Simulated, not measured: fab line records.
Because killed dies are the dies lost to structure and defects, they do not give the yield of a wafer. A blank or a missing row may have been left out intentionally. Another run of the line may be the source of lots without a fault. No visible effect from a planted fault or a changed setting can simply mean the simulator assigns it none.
Chamber matching -- flow nand_harc -- 4 sister chambers for NHARC_A_CONTACT_ETCH_106 on rie_diel-03
The step etches the open film in CF4/O2, target depth 60 nm, overetch 6 nm, time 33 s. 4 wafers are shown with their chamber, then 12 later ones without.

## EACH WAFER AND ITS CHAMBER
wafer,chamber,showerhead_plenum_p_Torr (Torr)
L085.4,3,1.38
L093.1,2,1.38
L093.2,1,1.42
L093.3,0,1.25

## WAFERS MISSING THEIR CHAMBER
wafer,showerhead_plenum_p_Torr (Torr)
L093.4,1.38
L093.5,1.42
L093.6,1.38
L091.2,1.42
L091.4,1.38
L091.6,1.38
L094.1,1.38
L094.4,1.25
L094.6,1.25
L094.2,1.42
L094.3,1.37
L094.5,1.42

## WHICH CHAMBER EACH WENT THROUGH
wafer,from the rows above,in truth
L093.4,can't be placed: 2 or 3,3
L093.5,1,1
L093.6,can't be placed: 2 or 3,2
L091.2,1,1
L091.4,can't be placed: 2 or 3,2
L091.6,can't be placed: 2 or 3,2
L094.1,can't be placed: 2 or 3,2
L094.4,0,0
L094.6,0,0
L094.2,1,1
L094.3,can't be placed: 2 or 3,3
L094.5,1,1
Placed correctly: 6 of 12. Unplaceable from these rows: 6, with the true chamber sitting among the candidates in 6. 0 placed wrongly.
How it was worked out, from the rows above alone: a wafer's distance from a chamber is the root of the sum, over the readings, of the square of ((its reading less the chamber's mean) divided by the reading's scatter). If the next closest chamber is less than 2 further off than the closest, the wafer can't be placed; otherwise it belongs to the closest. Each chamber's mean is taken over the wafers shown for it. The scatter: root of mean squared gap, hidden wafer to nearest shown wafer, with one shown wafer a chamber.
